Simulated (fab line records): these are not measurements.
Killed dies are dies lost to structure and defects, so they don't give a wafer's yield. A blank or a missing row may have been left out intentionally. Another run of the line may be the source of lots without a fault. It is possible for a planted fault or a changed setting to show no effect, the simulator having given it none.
fab line records | flow nand-harc
record lots=6 | wafers=18 | last-day=32
route steps=1302 shown A_WL_FILL@956
lots that met no fault: taken from a fault-free run of the same line
start-h: hours from the record's opening day to when the first of the lot's shown wafers began | wait-h: how many hours have passed since the lot's step before this one | " as in the row above | L1.1+2: a single row standing in for several wafers | - no value, or no start was given | * or withheld: withheld | < > ~ a bound
route shown NAME@n: a module of which the file shows steps, and the number in the route of the first | usual: average and standard deviation across the fault-free wafers | same: alike in all rows | chamber/n: place in a boat | sites: readings site by site | _std_site: standard deviation of those values | _edge_site: the outer-site mean with the inner-site mean subtracted | radius-mm: for every site, how far away it sits from the centre of the wafer | mask NAME#n: copy n | behind: tool/chamber where the wafer was last shaped | hold: cause of the lot's hold/its duration in hours/its outcome | device: names the non-switching transistor (n, p or np) | end of line: the route-end tests of the same wafers | for a step that has no rows: nothing shown but its recipe | killed: not the wafer's yield, but the dies lost to structure and defects at the first sort | map: a wafer's dies, marking killed ones x, the rest . and places with no die _
set.NAME: the run value of the setting; set.NAME@STEP: its run value at that earlier step | model.NAME: the simulator's own value behind a step, which no gauge read
certain route steps with their lots: each step a table, each wafer a row
services: the hour from which a tool's chamber was out of use, counted from the record's first day as start-h (under 0 if before that day), plus the number of hours and why
## steps
# step NHARC_A_WL_FILL_CVD_03
# recipe target-thk-a=400 | temp-c=300 | pressure-torr=40 | wf6-flow-sccm=40 | h2-flow-sccm=1600 | ar-flow-sccm=1560 | time-s=279 | material=W
# usual heater-power-w=514/37 | mfc-h2-sccm=1600/5.5 | mfc-wf6-sccm=39.99/0.14 | throttle-valve-pct=7.8/0.31
lot.wafer | tool     | chamber | start-h | wait-h | heater-power-w | mfc-h2-sccm | mfc-wf6-sccm | since-wet-clean-h | throttle-valve-pct
L895.1    | cvd-w-01 | 0       | 493.06  | 0.1    | 503            | 1603        | 39.99        | 114               | 7.9
L895.2    | "        | 1       | "       | "      | 472            | 1598        | 39.99        | 114               | 7.7
L895.3    | "        | 0       | "       | "      | 500            | 1604        | 40.06        | -                 | 7.8
L894.2    | cvd-w-02 | 0       | 500.57  | 0.1    | 487            | 1598        | 40.02        | 38                | 8.1
L894.4    | "        | 1       | "       | "      | 561            | 1601        | 39.98        | -                 | 7.3
L894.6    | "        | 0       | "       | "      | 491            | 1605        | 39.99        | -                 | 7.9
L896.1    | cvd-w-01 | 0       | 525.05  | 0.1    | 506            | 1597        | 40.10        | 146               | 7.7
L896.3    | "        | 1       | "       | "      | 481            | 1610        | 39.80        | -                 | 8.2
L896.6    | "        | 1       | "       | "      | 474            | 1603        | 39.81        | -                 | 8.3
L904.1    | cvd-w-01 | 1       | 599.71  | 0.1    | 477            | 1608        | 39.78        | 40                | 8.0
L904.5    | "        | 1       | "       | "      | 484            | 1610        | 39.88        | -                 | 8.1
L904.6    | "        | 0       | "       | "      | 530            | 1591        | 39.93        | -                 | 7.5
L908.2    | cvd-w-01 | 0       | 642.97  | 0.2    | 542            | 1596        | 39.72        | 83                | 7.5
L908.3    | "        | 1       | "       | "      | 474            | 1600        | 40.12        | -                 | 8.1
L908.6    | "        | 0       | "       | "      | 545            | 1595        | 39.86        | -                 | 7.5
L911.1    | cvd-w-01 | 0       | 671.16  | 0.1    | 530            | 1607        | 39.91        | 111               | 7.7
L911.2    | "        | 1       | "       | "      | 487            | 1597        | 39.83        | 111               | 8.3
L911.3    | "        | 1       | "       | "      | 477            | 1602        | 40.07        | -                 | 8.3
# step NHARC_A_WL_FILL_ETCHBACK_04
# recipe target-depth-a=600 | time-s=120 | chemistry=NF3
# usual chamber-pressure-mTorr=300.01/0.24 | drypump-motor-current-A=5.62/0.13 | oes-product-au=1.001/0.01 | run-length-s=141.2/0.49
lot.wafer | tool         | chamber | start-h | wait-h | chamber-pressure-mTorr | drypump-motor-current-A | oes-product-au | rf-hours-counter-h | run-length-s
L895.2    | rie-metal-03 | 1       | 493.43  | 0.3    | 300.39                 | 5.77                    | 1.009          | 2.2                | 141.7
L895.1    | "            | 0       | "       | "      | 299.72                 | 5.49                    | 1.008          | 3.1                | 140.4
L895.3    | "            | 0       | "       | "      | 300.24                 | 5.57                    | 1.010          | -                  | 140.7
L894.2    | rie-metal-01 | 0       | 500.92  | 0.3    | 299.95                 | 5.59                    | 1.010          | 1.5                | 141.1
L894.4    | "            | 1       | "       | "      | 299.89                 | 5.45                    | 1.019          | -                  | 141.8
L894.6    | "            | 1       | "       | "      | 300.17                 | 5.44                    | 1.019          | -                  | 141.4
L896.1    | rie-metal-02 | 0       | 525.40  | 0.3    | 300.13                 | 5.53                    | 1.000          | 1.3                | 140.6
L896.3    | "            | 1       | "       | "      | 299.69                 | 5.75                    | 1.000          | -                  | 141.5
L896.6    | "            | 1       | "       | "      | 299.83                 | 5.73                    | 0.990          | -                  | 141.1
L904.1    | rie-metal-03 | 0       | 600.08  | 0.3    | 299.73                 | 5.53                    | 1.005          | 1.8                | 140.3
L904.6    | "            | 0       | "       | "      | 300.06                 | 5.50                    | 1.024          | -                  | 141.2
L904.5    | "            | 1       | "       | "      | 299.93                 | 5.81                    | 0.994          | -                  | 141.8
L908.2    | rie-metal-02 | 0       | 643.32  | 0.3    | 299.89                 | 5.54                    | 1.009          | 0.0                | 141.0
L908.3    | "            | 1       | "       | "      | 300.32                 | 5.80                    | 0.992          | -                  | 141.0
L908.6    | "            | 1       | "       | "      | 299.89                 | 5.81                    | 1.001          | -                  | 141.0
L911.1    | rie-metal-01 | 0       | 671.55  | 0.3    | 299.65                 | 5.61                    | 1.004          | 1.2                | 141.5
L911.2    | "            | 1       | "       | "      | 299.30                 | 5.44                    | 1.014          | 1.2                | 141.3
L911.3    | "            | 0       | "       | "      | 300.03                 | 5.60                    | 1.002          | -                  | 141.1
# step NHARC_A_WL_FILL_ETCHBACK_05
# recipe target-depth-a=220 | time-s=60 | temp-c=40 | chemistry=Cl2/BCl3
# step NHARC_A_WL_FILL_STRIP_27
# recipe power-w=1500 | temp-c=250 | time-s=20 | chemistry=N2/H2
# usual drypump-motor-current-A=5.3/0.5 | heater-power-w=311/30
lot.wafer | tool            | chamber | start-h | wait-h | drypump-motor-current-A | heater-power-w | rf-hours-counter-h
L895.2    | plasma-asher-01 | 0       | 493.81  | 0.1    | 5.7                     | 279            | 27
L895.1    | "               | 1       | "       | "      | 5.9                     | 341            | 27
L895.3    | "               | 1       | "       | "      | 5.9                     | 343            | -
L894.2    | plasma-asher-02 | 0       | 501.27  | 0.1    | 4.9                     | 305            | 18
L894.4    | "               | 1       | "       | "      | 4.7                     | 333            | -
L894.6    | "               | 0       | "       | "      | 4.9                     | 300            | -
L896.1    | plasma-asher-02 | 1       | 526.27  | 0.6    | 4.7                     | 350            | 24
L896.3    | "               | 0       | "       | "      | 4.9                     | 301            | -
L896.6    | "               | 0       | "       | "      | 4.9                     | 296            | -
L904.1    | plasma-asher-01 | 0       | 600.48  | 0.1    | 5.8                     | 264            | 15
L904.6    | "               | 1       | "       | "      | 5.9                     | 327            | -
L904.5    | "               | 0       | "       | "      | 5.8                     | 263            | -
L908.2    | plasma-asher-02 | 1       | 643.67  | 0.1    | 4.7                     | 338            | 4
L908.3    | "               | 1       | "       | "      | 4.7                     | 350            | -
L908.6    | "               | 1       | "       | "      | 4.7                     | 343            | -
L911.1    | plasma-asher-02 | 1       | 671.94  | 0.1    | 4.7                     | 345            | 10
L911.2    | "               | 0       | "       | "      | 4.9                     | 300            | 10
L911.3    | "               | 1       | "       | "      | 4.7                     | 359            | -
# step NHARC_A_WL_FILL_STRIP_28
# recipe time-s=1200 | temp-c=72.5 | chemistry=post-etch-residue-remover
# step NHARC_A_WL_FILL_PRECLEAN_06
# recipe time-s=300 | chemistry=DIW
# step NHARC_A_WL_FILL_SRD_07
# step NHARC_A_WL_FILL_ANNEAL_08
# recipe temp-c=450 | time-s=1800
# step NHARC_A_WL_FILL_ALD_10
# recipe target-thk-a=500 | pulse-time-s=10 | ald-cycles=500 | temp-c=300 | material=SiO2
# usual heater-power-w=444/56 | precursor-pulse-height-rel=1.002/0.022
lot.wafer | tool      | chamber | start-h | wait-h | heater-power-w | precursor-pulse-height-rel | since-wet-clean-h
L895.1    | ald-hk-03 | 2       | 502.23  | 0.4    | 469            | 0.960                      | 95
L895.3    | "         | 0       | 503.26  | 1.4    | 493            | 0.999                      | 96
L895.2    | "         | 1       | "       | "      | 534            | 0.963                      | 97
L894.2    | ald-hk-03 | 3       | 509.28  | 1.1    | 373            | 1.016                      | 102
L894.4    | "         | 0       | "       | "      | 505            | 0.997                      | 103
L894.6    | "         | 2       | 510.86  | 2.7    | 471            | 1.072                      | -
L896.3    | ald-hk-03 | 3       | 532.80  | 0.1    | 384            | 1.005                      | 126
L896.1    | "         | 2       | 534.31  | 1.6    | 463            | 1.008                      | 127
L896.6    | "         | 3       | "       | "      | 375            | 1.005                      | -
L904.1    | ald-hk-04 | 1       | 612.10  | 0.8    | 419            | 1.024                      | 166
L904.5    | "         | 0       | 613.66  | 2.4    | 413            | 1.029                      | -
L904.6    | "         | 1       | "       | "      | 411            | 0.991                      | -
L908.2    | ald-hk-03 | 0       | 649.11  | 0.6    | 534            | 1.000                      | 64
L908.3    | "         | 1       | "       | "      | 522            | 0.991                      | 65
L908.6    | "         | 0       | 651.17  | 2.6    | 531            | 0.975                      | -
L911.3    | ald-hk-04 | 3       | 677.39  | 0.1    | 539            | 0.985                      | 53
L911.1    | "         | 0       | "       | "      | 417            | 1.004                      | 53
L911.2    | "         | 1       | "       | "      | 408            | 1.011                      | 54
# step NHARC_A_WL_FILL_ETCHBACK_16
# recipe target-depth-a=1200 | time-s=24 | c4f8-flow-sccm=withheld | o2-flow-sccm=8 | ar-flow-sccm=withheld | rf-w=600 | bias-w=800 | chemistry=C4F8/O2/Ar
# usual chamber-pressure-mTorr=25.007/0.021 | oes-product-au=0.979/0.03 | rf-vpp-V=721/3.3 | run-length-s=45.1/0.41
lot.wafer | tool        | chamber | start-h | wait-h | chamber-pressure-mTorr | oes-product-au | rf-hours-counter-h | rf-vpp-V | run-length-s
L895.3    | rie-diel-08 | 1       | -       | -      | 24.983                 | 0.920          | 4.3                | 724      | 45.4
L895.1    | "           | 2       | "       | "      | 25.010                 | 0.922          | 4.0                | 717      | 45.1
L895.2    | "           | 0       | "       | "      | 24.968                 | 0.919          | 4.2                | 726      | 45.1
L894.2    | rie-diel-06 | 2       | -       | -      | 24.968                 | 0.996          | 1.3                | 720      | 44.6
L894.4    | "           | 3       | "       | "      | 25.025                 | 0.984          | 0.1                | 723      | 44.8
L894.6    | "           | 2       | "       | "      | 24.978                 | 0.998          | -                  | 721      | 44.6
L896.1    | rie-diel-06 | 3       | -       | -      | 25.010                 | 0.991          | 1.4                | 721      | 45.0
L896.3    | "           | 0       | "       | "      | 25.036                 | 0.990          | 2.5                | 720      | 44.6
L896.6    | "           | 3       | "       | "      | 25.006                 | 0.989          | -                  | 722      | 44.8
L904.1    | rie-diel-06 | 3       | -       | -      | 24.988                 | 0.953          | 4.8                | 720      | 45.3
L904.6    | "           | 3       | "       | "      | 25.016                 | 0.946          | -                  | 721      | 45.1
L904.5    | "           | 0       | "       | "      | 25.010                 | 0.940          | -                  | 718      | 44.6
L908.3    | rie-diel-11 | 0       | -       | -      | 25.007                 | 1.016          | 0.9                | 719      | 45.1
L908.2    | "           | 2       | "       | "      | 25.020                 | 1.001          | 0.6                | 722      | 45.7
L908.6    | "           | 0       | "       | "      | 24.996                 | 1.014          | -                  | 720      | 45.0
L911.1    | rie-diel-11 | 1       | -       | -      | 25.035                 | 0.993          | 2.2                | 730      | 45.5
L911.3    | "           | 2       | "       | "      | 25.009                 | 0.999          | 1.7                | 723      | 45.1
L911.2    | "           | 3       | "       | "      | 25.011                 | 0.987          | 1.9                | 721      | 44.7
# step NHARC_A_WL_FILL_STRIP_29
# recipe time-s=20 | o2-flow-sccm=500 | ar-flow-sccm=0 | bias-w=0 | chemistry=O2
# step NHARC_A_WL_FILL_ETCHBACK_17
# recipe target-depth-a=40 | time-s=26.7 | chemistry=Cl2/BCl3
# usual chamber-pressure-mTorr=10.000/0.0091 | drypump-motor-current-A=5.60/0.13 | oes-product-au=1.004/0.012 | run-length-s=47.9/0.46
lot.wafer | tool         | chamber | start-h | wait-h | chamber-pressure-mTorr | drypump-motor-current-A | oes-product-au | rf-hours-counter-h | run-length-s
L895.1    | rie-metal-01 | 0       | 507.10  | -      | 9.998                  | 5.61                    | 1.004          | 2.0                | 47.8
L895.2    | "            | 1       | "       | "      | 10.016                 | 5.43                    | 1.025          | 2.0                | 48.8
L895.3    | "            | 0       | "       | "      | 9.984                  | 5.61                    | 0.996          | -                  | 47.7
L894.2    | rie-metal-02 | 1       | 513.14  | -      | 9.994                  | 5.75                    | 0.989          | 1.2                | 48.4
L894.4    | "            | 1       | "       | "      | 9.997                  | 5.78                    | 0.986          | -                  | 48.0
L894.6    | "            | 1       | "       | "      | 10.013                 | 5.78                    | 1.001          | -                  | 47.8
L896.1    | rie-metal-01 | 0       | 537.57  | -      | 10.011                 | 5.60                    | 1.001          | 2.1                | 48.1
L896.3    | "            | 0       | "       | "      | 10.005                 | 5.62                    | 1.011          | -                  | 48.2
L896.6    | "            | 0       | "       | "      | 10.005                 | 5.61                    | 1.006          | -                  | 47.8
L904.1    | rie-metal-03 | 1       | 616.45  | -      | 10.010                 | 5.74                    | 0.998          | 1.8                | 48.4
L904.5    | "            | 1       | "       | "      | 10.006                 | 5.74                    | 0.997          | -                  | 48.4
L904.6    | "            | 0       | "       | "      | 9.990                  | 5.54                    | 1.001          | -                  | 47.2
L908.2    | rie-metal-01 | 0       | 653.42  | -      | 10.000                 | 5.56                    | 0.989          | 1.1                | 37.3
L908.3    | "            | 0       | "       | "      | 9.994                  | 5.56                    | 0.985          | -                  | 37.4
L908.6    | "            | 1       | "       | "      | 9.994                  | 5.42                    | 1.001          | -                  | 48.2
L911.2    | rie-metal-01 | 0       | 682.25  | -      | 10.009                 | 5.58                    | 1.002          | 1.6                | 37.2
L911.1    | "            | 1       | "       | "      | 9.986                  | 5.43                    | 1.001          | 1.6                | 48.4
L911.3    | "            | 1       | "       | "      | 9.994                  | 5.44                    | 1.007          | -                  | 48.0
# step NHARC_A_WL_FILL_PRECLEAN_18
# recipe time-s=30 | chemistry=dHF
## services
tool            | chamber | start-h | hours | kind
rie-diel-11     | 3       | 469.45  | 2.4   | repair
rie-diel-06     | -       | 484.22  | 9.0   | pm
cvd-w-01        | -       | 496.21  | 1.1   | repair
rie-diel-06     | 0       | 513.27  | 4.5   | repair
rie-metal-03    | -       | 516.62  | 1.1   | repair
rie-metal-03    | -       | 519.09  | 9.0   | pm
plasma-asher-01 | -       | 519.41  | 9.0   | pm
rie-metal-03    | 1       | 546.10  | 2.3   | repair
cvd-w-01        | -       | 547.00  | 13.0  | pm
rie-diel-06     | 1       | 548.60  | 2.1   | repair
rie-metal-01    | -       | 575.00  | 9.0   | pm
ald-hk-03       | -       | 575.94  | 10.0  | pm
rie-metal-02    | 0       | 590.83  | 4.5   | repair
rie-diel-06     | 1       | 592.48  | 1.4   | repair
cvd-w-01        | 1       | 595.96  | 1.3   | repair
plasma-asher-02 | -       | 603.06  | 9.0   | pm
cvd-w-01        | 1       | 628.46  | 11.8  | repair
rie-metal-02    | -       | 631.00  | 9.0   | pm
ald-hk-03       | -       | 654.73  | 0.5   | repair
rie-diel-06     | -       | 661.22  | 9.0   | pm
plasma-asher-02 | -       | 664.57  | 0.8   | repair
rie-metal-01    | -       | 664.85  | 5.0   | repair
rie-metal-02    | 0       | 673.10  | 1.5   | repair
rie-metal-03    | 1       | 681.10  | 5.1   | repair
## key
first-sign step=NHARC_A_WL_FILL_ETCHBACK_17 | reading=run-length-s | direction=down | sigmas=23 | usual=* | struck=*
effect none on later readings
met-at NHARC_A_WL_FILL_ETCHBACK_17
struck-wafers L908.2,L908.3,L911.2
later-rows-left-out L908.2,L908.3,L911.2
sort-left-out L908.2,L908.3,L911.2
tester-left-out L908,L911
onset-between 537.57 653.42
fault kind=process-parameter-drift | tool=rie-metal-01 | chamber=0 | onset-h=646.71 | steps=NHARC_A_WL_FILL_ETCHBACK_17 | channel=time-s | offset=* | shape=step | end-h=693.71 | acts-in=* | stated=*
# tester-left-out: of these lots the tester's yield and bins aren't shown, on N5 and GAA mostly nor the transistor test; their killed dies are dies lost to structure and defects alone, not to doping, threshold or leakage, so they don't give the yield
# sort-left-out: the simulated sort isn't trusted on such a fault, so these wafers' sort isn't shown, and their yield isn't known
# later-rows-left-out: the simulator's readings of these wafers behind a module that went badly wrong aren't trusted and aren't shown, but for the sort
